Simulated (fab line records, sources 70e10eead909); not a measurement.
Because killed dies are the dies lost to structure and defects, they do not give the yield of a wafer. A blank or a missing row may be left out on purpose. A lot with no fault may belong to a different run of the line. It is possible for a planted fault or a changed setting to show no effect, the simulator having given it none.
Struck lot and sound lot, side by side    flow nand_harc    41 steps out of a route of 1302
Sound: these wafers, L195.2, L195.3, L195.4. Wafers L207.4, L207.5, L207.6 were the ones struck. The cause is given at the end.
Per side, at each step with rows, come the tool, then ch with its chambers, and then its first start. Under that, the readings that differ: sound wafers    struck wafers    difference of the means    sigmas: that difference in standard deviations of wafers without a fault.
alike: readings whose means differ by less than 2 such deviations, and words and numbers that are the same on both sides. not compared: withheld readings, readings that some wafer has no value for, bounds like >300 that may hide the same value, and numbers for which the record gives no deviation and whose values overlap.
The two part at a step that has a row with sigmas, a row that says differs or no value, or rows on one side only. Numbers that don't overlap but have no deviation are shown without sigmas and don't part them. A reading that every wafer of one side lacks parts them only if that side has two wafers or more.

first, 2 steps without rows for these wafers: NHARC_P_GATE_STRIP_95 (strips in O2); NHARC_P_GATE_STRIP_96 (strips in SPM, time 900 s).
NHARC_P_GATE_RTA_64: time 1 s.
  sound on rtp_anneal-02 ch 0, day 5 22:38; struck on rtp_anneal-01 ch 0, day 10 15:37
reading             sound                 struck                difference  sigmas
lamp_power_pct (%)  33.14 33.12 33.11     33.45 33.41 33.36     +0.28       +2
wafer_temp_C_max    1053.6 1053.2 1053.2  1055.4 1055.7 1056.4  +2.5        +3
then, 8 steps without rows for these wafers: NHARC_P_GATE_ETCH_77 (etches SiO2 in dHF, target depth 6 nm); NHARC_P_GATE_DEGAS_109 (time 60 s); NHARC_P_GATE_PRE_CLEAN_110 (time 30 s); NHARC_P_GATE_SPUTTER_78 (material Ni, target thk 10 nm); NHARC_P_GATE_SPUTTER_79 (material TiN, target thk 10 nm); NHARC_P_GATE_RTA_80 (time 30 s); NHARC_P_GATE_STRIP_67 (strips in SPM, time 600 s); NHARC_P_GATE_RTA_82 (time 30 s).
NHARC_P_GATE_INSPECT_68:
  struck on defect_inspect-01, day 10 16:47; sound on defect_inspect-01, day 5 23:52
  alike: raw_defect_count
NHARC_P_CONTACT_DEP_30: deposits SiNx, target thk 30 nm.
  sound on pecvd-04 ch 0,1, day 5 23:59; struck on pecvd-04 ch 0,1,2, day 10 16:58
  alike: heater_power_w
then, 1 step without rows for these wafers: NHARC_P_CONTACT_DEP_00 (deposits SiO2, target thk 500 nm).
NHARC_P_CONTACT_CMP_01: polishes SiO2, target thk 200 nm.
  sound on cmp-04 ch 0,1,3, day 6 00:39; struck on cmp-04 ch 0,1, day 10 17:35
  alike: motor_current_A
then, 11 steps without rows for these wafers: NHARC_P_CONTACT_SRD_03; NHARC_P_CONTACT_DEHYDRATE_04 (time 120 s); NHARC_P_CONTACT_HMDS_05 (time 30 s); NHARC_P_CONTACT_COAT_33 (time 75 s); NHARC_P_CONTACT_COAT_34 (time 65 s); NHARC_P_CONTACT_COAT_06 (resist thk 90 nm); NHARC_P_CONTACT_SOFTBAKE_07 (time 55 s); NHARC_P_CONTACT_EBR_08; NHARC_P_CONTACT_EXPOSE_09 (exposes mask P CA, target cd 90 nm); NHARC_P_CONTACT_PEB_10 (peb time 65 s); NHARC_P_CONTACT_DEVELOP_11 (develop time 35 s).
NHARC_P_CONTACT_CD_MEAS_12 targets a cd of 90 nm.
  sound on cd_sem-02 ch 0, day 6 01:29; struck on cd_sem-01 ch 0, day 10 18:25
reading     sound           struck          difference  sigmas
cd_nm (nm)  90.8 91.1 90.4  88.3 88.9 88.9  -2.1        -2
NHARC_P_CONTACT_OVL_MEAS_13:
  struck on overlay-01, day 10 18:29; sound on overlay-01, day 6 01:34
  alike: overlay_x_nm, overlay_y_nm
NHARC_P_CONTACT_DESCUM_17: chemistry O2, time 3 s.
  sound on rie_diel-02 ch 1,2,3, day 6 01:40; struck on rie_diel-02 ch 0,3, day 10 18:36
reading       sound           struck          difference  sigmas
rf_vpp_V (V)  57.9 57.5 55.8  58.3 59.4 58.9  +1.8        +2
  alike: drypump_motor_current_A, oes_product_au, showerhead_plenum_p_Torr, throttle_valve_pct
  not compared: rf_hours_counter_h
then, 4 steps without rows for these wafers: NHARC_P_CONTACT_ETCH_35 (etches the open film in CF4, target depth 39 nm, time 65 s); NHARC_P_CONTACT_ETCH_36 (etches the open film in N2/H2, target depth 260 nm, time 406.25 s); NHARC_P_CONTACT_ETCH_18 (etches the open film in C4F8/O2/Ar, target depth 481 nm, time 240.5 s); NHARC_P_CONTACT_STRIP_37 (strips in C4F8/O2/Ar).
NHARC_P_CONTACT_ETCH_31: etches the open film in CH3F/O2, target depth 30 nm, time 85.7 s.
  sound: rie_diel-02 ch 0,1,3; struck: rie_diel-02 ch 0,2,3
  alike: ch3f_flow_sccm, drypump_motor_current_A, oes_product_au, rf_vpp_V, showerhead_plenum_p_Torr, throttle_valve_pct
  not compared: rf_hours_counter_h
NHARC_P_CONTACT_CD_MEAS_19:
  struck on cd_sem-03, day 10 19:28; sound on cd_sem-01, day 6 03:02
  alike: cd_nm
then, 2 steps without rows for these wafers: NHARC_P_CONTACT_STRIP_28 (strips in O2); NHARC_P_CONTACT_STRIP_29 (strips in post etch residue remover, time 1200 s).
NHARC_P_CONTACT_DEGAS_38: time 60 s.
  struck on pvd_sputter-03, day 10 20:12; sound on pvd_sputter-01, day 6 03:48
  alike: heater_power_w
then, 2 steps without rows for these wafers: NHARC_P_CONTACT_PRE_CLEAN_39 (time 19.5 s); NHARC_P_CONTACT_PVD_32 (deposits Ti, target thk 5 nm, time 17.7 s).
-- break in the record here, with 18 days between the starts of the struck wafers on either side (left off in module P_CONTACT, picked up again in module END, where the first step shown is number 1302 on the route) --
NHARC_END_SORT_01:
  the record has rows for the struck wafers here (prober-02 ch 0, day 28 22:55) and none for the sound ones

WHERE THEY PART
Earliest at NHARC_P_GATE_RTA_64; latest, in this record, at NHARC_END_SORT_01.

WHY: whatever the simulator had introduced
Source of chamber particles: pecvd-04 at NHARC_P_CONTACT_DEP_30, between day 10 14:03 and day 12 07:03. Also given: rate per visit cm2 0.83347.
